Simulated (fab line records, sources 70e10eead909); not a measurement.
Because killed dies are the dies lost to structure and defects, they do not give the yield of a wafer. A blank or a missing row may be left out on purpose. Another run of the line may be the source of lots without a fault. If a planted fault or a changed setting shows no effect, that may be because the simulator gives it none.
Which tool is to blame?	flow nand_harc	6 lots with 18 wafers sampled at 3 steps, on a route of 1302 steps

== WHAT THE GAUGES READ, wafer by wafer ==
NHARC_P_ZERO_WELL_CD_MEAS_52 targets a cd of 2000 nm.
lot	measured	on	cd_nm (nm)
L308	day 2 11:37	cd_sem-02	2002.4 1999.7 2000.9
L314	day 5 00:10	cd_sem-01	2000.0 2001.8 2002.1
L321	day 7 21:59	cd_sem-03	1999.4 2002.3 1997.8
L324	day 9 03:58	cd_sem-02	2003.3 1999.8 1998.8
L327	day 10 09:58	cd_sem-03	1999.2 1998.6 1999.2
L330	day 11 15:38	cd_sem-03	1999.6 1999.3 2000.2

== EACH LOT AND THE TOOL THAT RAN IT (in order: tool; ch and the chambers of the sampled wafers; start) ==
lot	NHARC_P_ZERO_WELL_DESCUM_26	NHARC_P_ZERO_WELL_EXPOSE_49
L308	rie_diel-13 ch 0,1,3, day 2 08:37	krf_scanner-04 ch 0, day 2 11:27
L314	rie_diel-11 ch 0,1,2, day 4 21:02	krf_scanner-04 ch 0, day 5 00:01
L321	rie_diel-11 ch 1,2,3, day 7 18:46	krf_scanner-01 ch 0, day 7 21:49
L324	rie_diel-13 ch 0,1,3, day 9 00:50	krf_scanner-02 ch 0, day 9 03:49
L327	rie_diel-03 ch 0,1,2, day 10 06:49	krf_scanner-02 ch 0, day 10 09:49
L330	rie_diel-13 ch 0,3, day 11 12:29	krf_scanner-04 ch 0, day 11 15:29
- NHARC_P_ZERO_WELL_DESCUM_26: chemistry O2, time 3 s.
- NHARC_P_ZERO_WELL_EXPOSE_49: exposes mask P HVPW, target cd 2000 nm.

== THE ANSWER, worked out from the rows above alone ==
Rule: usual is defined by the lots themselves. The widest of any qualifying gaps counts: lots, ordered by their means at a reading, are off when they make up no more than a third of the lots, leave a main group of 4 or more, and stand apart from it by 3 or more times the standard deviation of that group's means. A main group is skipped when, at the precision printed for the reading in the tables above, its means are all equal. A lot without any number at a reading at which 4 lots or more have one is off too. Any other lot the step has rows for is counted as sound.
None of the lots is off at any reading shown; this tells nothing.

== WHAT THE SIMULATOR PUT IN ==
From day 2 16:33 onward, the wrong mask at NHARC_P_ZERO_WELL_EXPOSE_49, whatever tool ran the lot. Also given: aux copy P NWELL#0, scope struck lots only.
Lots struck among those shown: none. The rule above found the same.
